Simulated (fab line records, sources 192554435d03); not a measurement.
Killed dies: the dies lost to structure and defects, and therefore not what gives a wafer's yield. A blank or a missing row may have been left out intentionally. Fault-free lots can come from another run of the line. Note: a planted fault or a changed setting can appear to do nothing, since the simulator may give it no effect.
Matching of chambers / flow n5-finfet / N5_BEOL_M0_SAQP_PECVD_03 on pecvd-01: 3 sister chambers
The step deposits SiCN from 3MS/NH3, target thk 12 nm, time 21.1 s. 6 wafers are shown with their chamber, then 9 later ones without.

== WAFERS, EACH WITH ITS CHAMBER ==
wafer=L085.2; chamber=0; throttle-valve-pct (%)=9.7; showerhead-vpp-V (V)=898
wafer=L088.4; chamber=0; throttle-valve-pct (%)=9.6; showerhead-vpp-V (V)=877
wafer=L088.6; chamber=1; throttle-valve-pct (%)=9.2; showerhead-vpp-V (V)=838
wafer=L089.2; chamber=1; throttle-valve-pct (%)=9.4; showerhead-vpp-V (V)=831
wafer=L089.3; chamber=2; throttle-valve-pct (%)=7.9; showerhead-vpp-V (V)=885
wafer=L089.5; chamber=2; throttle-valve-pct (%)=8.2; showerhead-vpp-V (V)=897

== WAFERS MISSING THEIR CHAMBER ==
wafer=L090.3; throttle-valve-pct (%)=9.5; showerhead-vpp-V (V)=898
wafer=L090.4; throttle-valve-pct (%)=9.6; showerhead-vpp-V (V)=877
wafer=L090.5; throttle-valve-pct (%)=9.5; showerhead-vpp-V (V)=837
wafer=L093.1; throttle-valve-pct (%)=8.5; showerhead-vpp-V (V)=894
wafer=L093.4; throttle-valve-pct (%)=9.0; showerhead-vpp-V (V)=832
wafer=L093.6; throttle-valve-pct (%)=9.6; showerhead-vpp-V (V)=892
wafer=L097.2; throttle-valve-pct (%)=8.4; showerhead-vpp-V (V)=899
wafer=L097.3; throttle-valve-pct (%)=9.8; showerhead-vpp-V (V)=896
wafer=L097.4; throttle-valve-pct (%)=8.1; showerhead-vpp-V (V)=902

== THE CHAMBER EACH PASSED THROUGH ==
wafer=L090.3; from the rows above=0; in truth=0
wafer=L090.4; from the rows above=0; in truth=0
wafer=L090.5; from the rows above=1; in truth=1
wafer=L093.1; from the rows above=2; in truth=2
wafer=L093.4; from the rows above=1; in truth=1
wafer=L093.6; from the rows above=0; in truth=0
wafer=L097.2; from the rows above=2; in truth=2
wafer=L097.3; from the rows above=0; in truth=0
wafer=L097.4; from the rows above=2; in truth=2
Correctly placed: 9 of 9. From these rows, 0 cannot be placed. 0 placed wrongly.
How it was worked out, from the rows above alone: a wafer's distance from a chamber is the root of the sum, over the readings, of the square of ((its reading less the chamber's mean) divided by the reading's scatter). If the next closest chamber is less than 2 further off than the closest, the wafer can't be placed; otherwise it belongs to the closest. For every chamber, the mean is computed from those of its wafers that are shown. The scatter is the square root of a quotient: the sum, over the shown wafers, of each reading's squared deviation from its chamber's mean, divided by wafers minus chambers.
